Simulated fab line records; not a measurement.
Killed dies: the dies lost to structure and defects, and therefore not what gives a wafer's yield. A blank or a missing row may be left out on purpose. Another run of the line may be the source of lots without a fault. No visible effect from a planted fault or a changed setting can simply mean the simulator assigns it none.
fab line records	flow n5Finfet
record: lots: 6	wafers: 18	lastDay: 19
route steps=1938 shown FIN_CUT@179 STI_FIN_REVEAL@183 BEOL_M4@1111 PASSIVATION@1936
lots untouched by any fault: they come from a run of this same line in which no faults occurred
startH: start of the lot's first displayed wafer, in hours after the record's first day	waitH: how many hours have passed since the lot's step before this one	" repeats the value in the row above	L1.1+2: a single row standing in for several wafers	- either no value or no given start	* or withheld: withheld	< > ~ a bound
route shown NAME@n: NAME is a module with steps in the file, n the number in the route of the first one	usual: mean/standard deviation taken from wafers without a fault	same: alike in all rows	chamber/n: place in a boat	sites: readings site by site	_std_site: the standard deviation of these	_edge_site: outer sites' mean less inner sites'	radiusMm: how far each site lies from the wafer's centre	mask NAME#n: copy n	behind: tool/chamber where the wafer was last shaped	hold: the reason the lot was held/the length of the hold in hours/how it ended	device: which transistor (n, p or np) failed to switch	end of line: at the end of the route, the tests of the same wafers	where a step has no rows: the recipe by itself	killed: not the wafer's yield, but the dies lost to structure and defects at the first sort	map: dies across one wafer; x = killed, . = not, _ = none there
set.NAME: the run value of the setting; set.NAME@STEP: its run value at that earlier step	model.NAME: the simulator's own value behind a step, which no gauge read
certain route steps with their lots: each step a table, each wafer a row
services: when a tool's chamber went out of use (startH, in hours from the record's first day, below 0 if earlier), for how many hours, and the reason
== steps ==
step: N5_FIN_CUT_PRECLEAN_36
recipe: chemistry: O3/DIW	timeS: 60	tempC: 22	o3Ppm: 10
step: N5_FIN_CUT_SRD_32
recipe: dry: ipaMarangoni	timeS: 30	tempC: 23	rinseLiquid: diw
step: N5_FIN_CUT_UV_OZONE_34
recipe: timeS: 120	pressureTorr: 760	tempC: 25
step: N5_FIN_CUT_INSPECT_17
recipe: inspectInstrument: brightfield	mode: aei
usual: rawDefectCount: 254/82
lot.wafer	tool	chamber	startH	waitH	rawDefectCount
L169.2	defectInspect-02	-	52.16	0.0	393
L169.5	"	-	"	"	203
L169.6	"	-	"	"	311
L173.3	defectInspect-01	-	76.32	0.0	158
L173.4	"	-	"	"	245
L173.5	"	-	"	"	195
L174.4	defectInspect-01	-	83.89	0.0	372
L174.5	"	-	"	"	410
L174.6	"	-	"	"	446
L184.2	defectInspect-02	-	142.80	0.0	350
L184.4	"	-	"	"	230
L184.6	"	-	"	"	217
L186.2	defectInspect-02	-	153.73	0.0	162
L186.3	"	-	"	"	150
L186.5	"	-	"	"	144
L188.2	defectInspect-01	-	165.75	0.0	239
L188.4	"	-	"	"	234
L188.5	"	-	"	"	207
step: N5_STI_FIN_REVEAL_ALD_00
recipe: material: SiO2	targetThkA: 10	tempC: 300	aldPrecursorFamily: BDEAS	aldCoReactant: O2-plasma	pulseTimeS: 1	pressureTorr: 2
usual: heaterPowerW: 482/39	precursorPulseHeightRel: 1.004/0.019
lot.wafer	tool	chamber	startH	waitH	heaterPowerW	precursorPulseHeightRel
L169.2	aldSin-02	2	52.38	0.2	531	0.997
L169.5	"	0	"	"	433	1.005
L169.6	"	3	"	"	512	0.987
L173.3	aldSin-02	0	78.37	2.0	448	0.993
L173.4	"	1	"	"	522	0.974
L173.5	"	3	"	"	524	1.015
L174.4	aldSin-01	2	83.95	0.1	469	0.980
L174.5	"	0	"	"	463	1.003
L174.6	"	3	"	"	497	0.986
L184.2	aldSin-03	1	142.84	0.0	489	0.995
L184.4	"	3	"	"	485	0.966
L184.6	"	0	"	"	452	0.985
L186.2	aldSin-02	1	153.77	0.0	525	1.008
L186.3	"	0	"	"	432	1.046
L186.5	"	0	"	"	446	1.028
L188.2	aldSin-01	3	165.79	0.0	489	1.041
L188.4	"	2	"	"	470	1.028
L188.5	"	2	"	"	471	0.985
step: N5_STI_FIN_REVEAL_ALD_14
recipe: material: Si3N4	targetThkA: 30	tempC: 400	aldPrecursorFamily: SiH2I2	aldCoReactant: N2/H2-plasma	pressureTorr: 2
usual: heaterPowerW: 863/70
lot.wafer	tool	chamber	startH	waitH	heaterPowerW
L169.2	aldSin-02	2	52.42	0.0	989
L169.5	"	0	"	"	787
L169.6	"	3	"	"	919
L173.3	aldSin-02	0	78.41	0.0	759
L173.4	"	1	"	"	975
L173.5	"	3	"	"	938
L174.4	aldSin-01	2	84.08	0.1	826
L174.5	"	0	"	"	818
L174.6	"	3	"	"	891
L184.2	aldSin-03	1	142.89	0.0	865
L184.4	"	3	"	"	889
L184.6	"	0	"	"	788
L186.2	aldSin-02	1	153.82	0.0	963
L186.3	"	0	"	"	777
L186.5	"	0	"	"	781
L188.2	aldSin-01	3	165.83	0.0	865
L188.4	"	2	"	"	830
L188.5	"	2	"	"	850
step: N5_STI_FIN_REVEAL_FCVD_FILL_01
recipe: material: SiO2_flowable	targetThkA: 3120	tempC: 100	pressureTorr: 0.8	rfW: 2000	timeS: 512.2
step: N5_STI_FIN_REVEAL_DENSIFY_02
recipe: tempC: 650	ambient: steam	timeS: 1800	idleTempC: 400	densificationPH2oTorr: 640
step: N5_STI_FIN_REVEAL_CMP_04
recipe: stopOn: Si3N4	tOverpolishS: 4	downForcePsi: 2	platenRpm: 54.18	postCmpClean: alkalineBrush	padVelocityMS: 1.078	targetThkNm: 131.83
usual: headPressurePsi: 2.001/0.0043	motorCurrentA: 8.1/0.79	overpolishRunS: 4.001/0.0096	platenRpm: 54.18/0.033	timeToEndpointS: 100/5.2
lot.wafer	tool	chamber	startH	waitH	headPressurePsi	motorCurrentA	overpolishRunS	platenRpm	timeToEndpointS
L169.2	cmp-02	0	57.65	0.1	2.000	7.4	4.011	54.21	94
L169.5	"	2	"	"	2.005	7.9	3.995	54.11	99
L169.6	"	3	"	"	1.991	8.5	3.988	54.27	98
L173.3	cmp-01	1	83.47	0.0	2.003	8.4	4.006	54.20	95
L173.4	"	0	"	"	1.996	9.6	4.002	54.16	95
L173.5	"	2	"	"	1.993	7.6	4.007	54.23	98
L174.4	cmp-01	2	89.05	0.1	2.004	7.3	3.996	54.22	93
L174.6	"	1	"	"	2.002	8.4	4.002	54.15	91
L174.5	"	2	"	"	2.004	7.5	4.009	54.18	94
L184.4	cmp-01	1	147.92	0.0	2.000	8.3	4.005	54.16	93
L184.2	"	2	"	"	2.005	7.6	3.999	54.22	99
L184.6	"	1	"	"	2.003	8.3	4.027	54.22	94
L186.2	cmp-01	1	158.86	0.0	2.003	8.3	3.986	54.17	97
L186.3	"	2	"	"	1.998	7.2	4.007	54.17	100
L186.5	"	1	"	"	2.002	8.4	4.016	54.20	98
L188.2	cmp-01	3	171.30	0.1	2.002	7.6	3.991	54.17	102
L188.4	"	0	"	"	2.004	9.7	3.987	54.20	100
L188.5	"	1	"	"	1.999	8.3	4.009	54.19	100
step: N5_STI_FIN_REVEAL_THK_MEAS_05
usual: thkNm: 131.6/1.2
lot.wafer	tool	chamber	startH	waitH	thkNm
L169.2	filmMetro-01	-	57.87	-	131.0
L169.5	"	-	"	"	130.1
L169.6	"	-	"	"	130.8
L173.3	filmMetro-02	-	83.76	-	130.1
L173.4	"	-	"	"	130.7
L173.5	"	-	"	"	130.7
L174.4	filmMetro-02	-	89.31	-	132.3
L174.5	"	-	"	"	132.2
L174.6	"	-	"	"	130.8
L184.2	filmMetro-01	-	148.22	-	130.8
L184.4	"	-	"	"	131.1
L184.6	"	-	"	"	131.1
L186.2	filmMetro-01	-	159.15	-	131.2
L186.3	"	-	"	"	132.4
L186.5	"	-	"	"	130.3
L188.2	filmMetro-02	-	171.52	-	131.9
L188.4	"	-	"	"	130.9
L188.5	"	-	"	"	130.6
step: N5_STI_FIN_REVEAL_DENSIFY_30
recipe: tempC: *	timeS: *	ambient: N2	idleTempC: 600	rampUpCPerS: 150	rampDownCPerS: 60	coolToC: 600
usual: lampPowerPct: 11.53/0.059	wafer_temp_C_max: *
lot.wafer	tool	chamber	startH	waitH	lampPowerPct	wafer_temp_C_max
L169.2	rtpAnneal-01	0	58.06	0.2	11.50	*
L169.5	"	0	"	"	11.61	*
L169.6	"	0	"	"	11.57	*
L173.3	rtpAnneal-01	0	83.85	0.1	11.47	*
L173.4	"	0	"	"	11.58	*
L173.5	"	0	"	"	11.56	*
L174.4	rtpAnneal-01	0	89.43	0.1	11.53	*
L174.5	"	0	"	"	11.54	*
L174.6	"	0	"	"	11.50	*
L184.2	rtpAnneal-02	0	148.33	0.1	11.58	*
L184.4	"	0	"	"	11.66	*
L184.6	"	0	"	"	11.58	*
L186.2	rtpAnneal-02	0	159.35	0.2	11.56	*
L186.3	"	0	"	"	11.50	*
L186.5	"	0	"	"	11.53	*
L188.2	rtpAnneal-01	0	171.58	0.1	11.54	*
L188.4	"	0	"	"	11.51	*
L188.5	"	0	"	"	11.55	*
step: N5_STI_FIN_REVEAL_ETCHBACK_08
recipe: chemistry: C4F6/O2	target: SiO2	targetDepthA: 305	timeS: 10.167	ionEnergyEv: 250	pressureMtorr: 30	sourceW: 345	biasW: 185	Ar_flow_sccm: 300	C4F6_flow_sccm: 10	O2_flow_sccm: 10
usual: drypumpMotorCurrentA: 5.7/0.43	oes_f_703_au: 0.78/0.093	oesProductAu: 0.78/0.093	rfVppV: 662/12	showerheadPlenumPTorr: 2.86/0.058	throttleValvePct: 21.16/0.15
lot.wafer	tool	chamber	startH	waitH	drypumpMotorCurrentA	oes_f_703_au	oesProductAu	rfHoursCounterH	rfVppV	showerheadPlenumPTorr	throttleValvePct
L169.2	rieDiel-06	1	58.24	0.2	5.7	0.96	0.96	2	660	2.92	20.89
L169.5	"	3	"	"	5.8	0.79	0.76	-	648	2.84	21.13
L169.6	"	2	"	"	6.3	0.70	0.74	-	688	2.83	21.20
L173.3	rieDiel-05	1	84.00	0.1	5.4	0.78	0.76	142	658	2.83	21.24
L173.4	"	3	"	"	5.3	0.98	0.97	2	652	2.90	20.92
L173.5	"	1	"	"	5.4	0.77	0.77	-	659	2.83	21.22
L174.4	rieDiel-06	1	89.55	0.1	5.8	0.91	0.92	12	660	2.91	20.90
L174.5	"	3	"	"	5.8	0.77	0.76	-	648	2.84	21.15
L174.6	"	2	"	"	6.3	0.69	0.73	-	689	2.83	21.19
L184.2	rieDiel-06	2	148.51	0.2	6.3	0.68	0.71	195	687	2.82	21.23
L184.4	"	0	"	"	5.8	0.89	0.91	25	672	2.88	21.03
L184.6	"	2	"	"	6.3	0.68	0.71	-	688	2.82	21.23
L186.2	rieDiel-06	1	159.56	0.2	5.8	0.87	0.87	33	660	2.90	20.92
L186.3	"	2	"	"	6.3	0.68	0.70	199	689	2.82	21.23
L186.5	"	1	"	"	5.7	0.87	0.86	-	660	2.90	20.93
L188.2	rieDiel-05	3	171.76	0.2	5.3	0.90	0.90	28	651	2.89	20.94
L188.4	"	1	"	"	5.4	0.76	0.74	170	658	2.81	21.27
L188.5	"	1	"	"	5.4	0.75	0.74	-	658	2.81	21.28
step: N5_STI_FIN_REVEAL_STRIP_24
recipe: chemistry: N2/H2	timeS: 90	powerW: 100	tempC: 40	pressureMtorr: 100	rfFrequencyHz: 6e+07	biasPowerW: 3	n2FlowSccm: 300	h2FlowSccm: 300
usual: biasPowerW: 3.000/0.0091	chamberPressureMTorr: 99.99/0.09	drypumpMotorCurrentA: 5.7/0.43	oesProductAu: 0.78/0.093	rfVppV: 45.3/0.82	showerheadPlenumPTorr: 3.39/0.074	throttleValvePct: 12.23/0.18
lot.wafer	tool	chamber	startH	waitH	biasPowerW	chamberPressureMTorr	drypumpMotorCurrentA	oesProductAu	rfHoursCounterH	rfVppV	showerheadPlenumPTorr	throttleValvePct
L169.2	rieDiel-06	1	58.28	0.0	3.003	100.04	5.7	0.94	2	45.8	3.49	11.94
L169.5	"	3	"	"	3.013	99.94	5.8	0.75	-	44.3	3.36	12.15
L169.6	"	2	"	"	3.005	99.94	6.3	0.75	-	45.4	3.36	12.25
L173.3	rieDiel-05	1	84.04	0.0	-	-	-	-	-	-	-	-
L173.4	"	3	"	"	-	-	-	-	-	-	-	-
L173.5	"	1	"	"	-	-	-	-	-	-	-	-
L174.4	rieDiel-06	1	89.58	0.0	-	-	-	-	-	-	-	-
L174.5	"	3	"	"	-	-	-	-	-	-	-	-
L174.6	"	2	"	"	-	-	-	-	-	-	-	-
L184.2	rieDiel-06	2	148.55	0.0	2.997	99.92	6.3	0.73	195	45.8	3.34	12.32
L184.4	"	0	"	"	3.010	100.09	5.8	0.92	25	46.9	3.43	12.03
L184.6	"	2	"	"	2.999	99.96	6.3	0.73	-	45.1	3.34	12.30
L186.2	rieDiel-06	1	159.60	0.0	2.986	99.99	5.8	0.87	33	43.4	3.47	11.99
L186.3	"	2	"	"	2.999	100.00	6.3	0.72	199	45.8	3.34	12.34
L186.5	"	1	"	"	3.004	100.02	5.8	0.86	-	46.6	3.47	12.02
L188.2	rieDiel-05	3	171.79	0.0	2.996	100.11	5.4	0.89	28	44.0	3.46	12.05
L188.4	"	1	"	"	2.998	100.12	5.4	0.74	170	45.3	3.37	12.43
L188.5	"	1	"	"	2.999	99.95	5.4	0.74	-	45.7	3.37	12.43
step: N5_STI_FIN_REVEAL_PRECLEAN_25
recipe: chemistry: SPM	timeS: 90	tempC: 120	mix: 4:1
step: N5_BEOL_M4_RC_MEAS_101
usual: DIBL_N: 36.0/1.6	DIBL_P: 35.8/2	IOFF_N: 0.152/0.03	IOFF_P: 0.20/0.031	ION_N: 670/12	ION_P: 459/7.4	SS_N: 71.5/0.56	SS_P: 73.2/0.64	VT_N: 251/3.5	VT_P: -252/3.3
lot.wafer	tool	chamber	startH	waitH	DIBL_N[mV/V]	DIBL_P[mV/V]	IOFF_N[nA/um]	IOFF_P[nA/um]	ION_N[uA/um]	ION_P[uA/um]	SS_N[mV/dec]	SS_P[mV/dec]	VT_N[mV]	VT_P[mV]
L169.2	prober-01	0	219.36	0.2	36.9	36.5	0.134	0.19	666	458	71.5	73.0	258	-251
L169.5	"	0	"	"	37.1	37.2	0.147	0.20	666	459	71.7	73.5	255	-253
L169.6	"	0	"	"	35.7	35.8	0.131	0.18	660	456	70.9	72.6	252	-253
L173.3	prober-01	0	246.25	0.3	37.4	37.2	0.158	0.20	676	463	72.6	73.1	250	-253
L173.4	"	0	"	"	35.7	35.1	0.136	0.18	684	463	71.2	73.2	250	-253
L173.5	"	0	"	"	34.2	34.1	0.114	0.16	658	457	71.5	71.8	257	-256
L174.4	prober-01	0	247.48	0.5	33.4	34.1	0.119	0.17	666	460	71.4	72.7	253	-252
L174.5	"	0	"	"	36.4	37.2	0.165	0.24	679	471	71.8	74.6	249	-247
L174.6	"	0	"	"	35.5	36.4	0.144	0.20	664	458	71.2	73.3	251	-252
L186.2	prober-02	0	316.10	0.2	34.0	34.0	0.109	0.15	661	451	70.5	72.5	257	-254
L186.3	"	0	"	"	36.6	36.9	0.150	0.18	665	454	70.7	73.3	252	-254
L186.5	"	0	"	"	33.0	33.0	0.098	0.14	648	449	70.2	72.2	253	-256
L184.2	prober-02	0	317.56	0.2	37.7	36.7	0.184	0.21	675	455	72.8	73.7	248	-252
L184.4	"	0	"	"	36.0	35.9	0.170	0.20	691	467	71.7	73.9	246	-252
L184.6	"	0	"	"	36.8	35.5	0.168	0.19	677	458	72.2	73.3	249	-250
L188.2	prober-02	0	347.50	0.2	35.4	35.4	0.139	0.17	673	456	71.5	73.4	251	-254
L188.4	"	0	"	"	36.3	36.9	0.164	0.20	669	458	72.8	73.4	249	-254
L188.5	"	0	"	"	34.5	35.0	0.131	0.18	656	457	71.9	72.6	251	-253
step: N5_PASSIVATION_PROBE_49
usual: defectLimitedYield: 91.6/1.4	killed_at_M0_to_M3: 33/10	killed_at_M4_up: 13/5.3	killedAtContacts: 13/5.9	killedAtFrontEnd: 36/12	killedAtOther: 4/3.1	killedDies: 99/16	killedOpen: 65/13	killedShort: 32/7.3	sort_bin_5_function: 4.9/0.9	sort_bin_6_memory: 3.1/0.66	sortNPass: 1081/17	sortYieldPct: 91.6/1.4
same: grossDies: 1180	killedAtBackSide: 0	sort_bin_4_leakage[%]: 0	sort_bin_8_speed[%]: 0
lot.wafer	tool	chamber	startH	waitH	defectLimitedYield[%]	killed_at_M0_to_M3	killed_at_M4_up	killedAtContacts	killedAtFrontEnd	killedAtOther	killedDies	killedOpen	killedShort	sort_bin_5_function[%]	sort_bin_6_memory[%]	sortNPass	sortYieldPct[%]
L173.3	prober-01	-	349.45	0.1	88.6	59	16	11	43	5	134	73	55	6.8	4.2	1046	88.6
L173.4	prober-01	-	349.50	0.2	91.2	45	15	14	28	2	104	74	27	5.3	3.3	1076	91.2
L173.5	prober-01	-	349.55	0.2	91.9	28	20	5	40	2	95	63	29	5.6	2.3	1085	91.9
L174.4	prober-01	-	350.17	0.2	89.1	28	12	33	55	1	129	94	35	6.9	3.7	1051	89.1
L174.5	prober-01	-	350.22	0.2	90.7	23	15	19	50	3	110	72	38	5.3	3.6	1070	90.7
L174.6	prober-01	-	350.27	0.3	91.5	27	21	9	43	0	100	62	36	5.7	2.5	1080	91.5
L184.2	prober-02	-	428.83	0.1	88.4	33	33	12	56	3	137	91	45	6.8	4.3	1043	88.4
L184.4	prober-02	-	428.93	0.2	89.6	26	28	9	59	1	123	79	43	6.4	3.6	1057	89.6
L184.6	prober-02	-	429.03	0.3	91.5	35	15	11	38	1	100	64	35	4.7	3.6	1080	91.5
killed by level:class
L173.3 BEOL_M0_SAQP:geometricParticle:open=16 BEOL_M0_SAQP:geometricParticle:short=15 STI_FIN_REVEAL:geometricParticle:open=11 MOL_CONTACT_COAG:geometricParticle:open=10 STI_FIN_REVEAL:geometricParticle:short=7 BEOL_M2:geometricParticle:open=7 BEOL_M1:geometricParticle:open=6 BEOL_M4:geometricParticle:open=6
L173.4 BEOL_M0_SAQP:geometricParticle:open=12 BEOL_M3:geometricParticle:open=11 MOL_CONTACT_COAG:geometricParticle:open=10 BEOL_M1:geometricParticle:open=8 STI_FIN_REVEAL:geometricParticle:short=7 STI_FIN_REVEAL:geometricParticle:open=7 BEOL_M2:geometricParticle:open=6 BEOL_M4:geometricParticle:open=6
L173.5 BEOL_M1:geometricParticle:open=11 STI_FIN_REVEAL:geometricParticle:open=10 STI_FIN_REVEAL:geometricParticle:short=9 BEOL_M4:geometricParticle:open=6 MOL_CONTACT_COAG:geometricParticle:open=5 BEOL_M2:geometricParticle:open=5 BEOL_M8:geometricParticle:open=5 DUMMY_GATE:geometricParticle:open=4
L174.4 MOL_CONTACT_COAG:geometricParticle:open=24 STI_FIN_REVEAL:geometricParticle:open=23 MOL_CONTACT_COAG:geometricParticle:short=9 BEOL_M0_SAQP:geometricParticle:open=8 BEOL_M2:geometricParticle:open=8 GATE_CUT:geometricParticle:short=6 BEOL_M4:geometricParticle:open=6 FIN_SAQP:geometricParticle:short=4
L174.5 STI_FIN_REVEAL:geometricParticle:open=16 MOL_CONTACT_COAG:geometricParticle:open=15 FIN_SAQP:geometricParticle:short=11 BEOL_M4:geometricParticle:open=11 BEOL_M0_SAQP:geometricParticle:open=5 BEOL_M3:geometricParticle:open=5 STARTING-WAFER:geometricParticle:open=5 FIN_SAQP:geometricParticle:open=4
L174.6 STI_FIN_REVEAL:geometricParticle:open=14 STI_FIN_REVEAL:geometricParticle:short=9 BEOL_M4:geometricParticle:open=9 MOL_CONTACT_COAG:geometricParticle:open=8 BEOL_M0_SAQP:geometricParticle:short=6 BEOL_M0:geometricParticle:short=6 BEOL_M2:geometricParticle:open=6 FIN_SAQP:geometricParticle:short=4
L184.2 BEOL_M4:geometricParticle:open=22 STI_FIN_REVEAL:geometricParticle:open=11 MOL_CONTACT_COAG:geometricParticle:open=11 BEOL_M2:geometricParticle:open=9 ILD0:geometricParticle:open=7 BEOL_M3:geometricParticle:short=7 FIN_SAQP:geometricParticle:open=6 DUMMY_GATE:geometricParticle:open=6
L184.4 BEOL_M3:geometricParticle:open=14 BEOL_M4:geometricParticle:open=11 FIN_SAQP:geometricParticle:short=9 DUMMY_GATE:geometricParticle:open=8 MOL_CONTACT_COAG:geometricParticle:open=8 FIN_SAQP:geometricParticle:open=7 ILD0:geometricParticle:open=7 STARTING-WAFER:geometricParticle:short=6
L184.6 BEOL_M4:geometricParticle:open=10 BEOL_M2:geometricParticle:open=9 FIN_SAQP:geometricParticle:short=8 MOL_CONTACT_COAG:geometricParticle:open=8 BEOL_M0_SAQP:geometricParticle:open=8 DUMMY_GATE:geometricParticle:open=7 BEOL_M0_SAQP:geometricParticle:short=7 STI_FIN_REVEAL:geometricParticle:open=4
== services ==
tool	chamber	startH	hours	kind
rtpAnneal-02	-	30.45	4.7	pm
rieDiel-06	1	34.43	-	clean
rieDiel-06	1	34.43	-	consumableReplace:focusRing
rieDiel-06	1	34.43	17.1	scheduledDown
aldSin-01	3	37.52	8.8	repair
cmp-02	-	51.20	4.0	pm
aldSin-01	-	54.47	0.6	repair
aldSin-03	-	55.42	2.8	pm
cmp-02	-	60.60	6.8	pm
rieDiel-05	-	61.93	2.8	pm
aldSin-03	-	65.73	0.5	repair
rieDiel-05	3	66.19	7.2	repair
aldSin-01	-	67.08	14.6	pm
rieDiel-06	0	67.14	4.2	repair
cmp-02	-	68.98	0.6	repair
aldSin-01	1	82.93	7.7	repair
cmp-02	-	84.20	0.8	repair
aldSin-01	3	91.63	6.6	repair
cmp-02	-	94.97	13.4	pm
aldSin-02	-	106.72	1.6	repair
cmp-02	-	115.04	3.9	repair
rieDiel-05	3	118.81	5.5	repair
cmp-01	-	131.64	5.3	pm
aldSin-03	0	163.40	1.3	repair
== key ==
firstSign: step: N5_STI_FIN_REVEAL_STRIP_24	reading: toolRecord	direction: missing
effect none on later readings
metAt N5_STI_FIN_REVEAL_STRIP_24
struckWafers L173.3,L173.4,L173.5,L174.4,L174.5,L174.6
onsetBetween 58.28 84.04
fault: kind: skippedStepWhole	tool: rieDiel-05,rieDiel-06	chamber: -	onsetH: 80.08	steps: N5_STI_FIN_REVEAL_STRIP_24	scope: struckLotsOnly
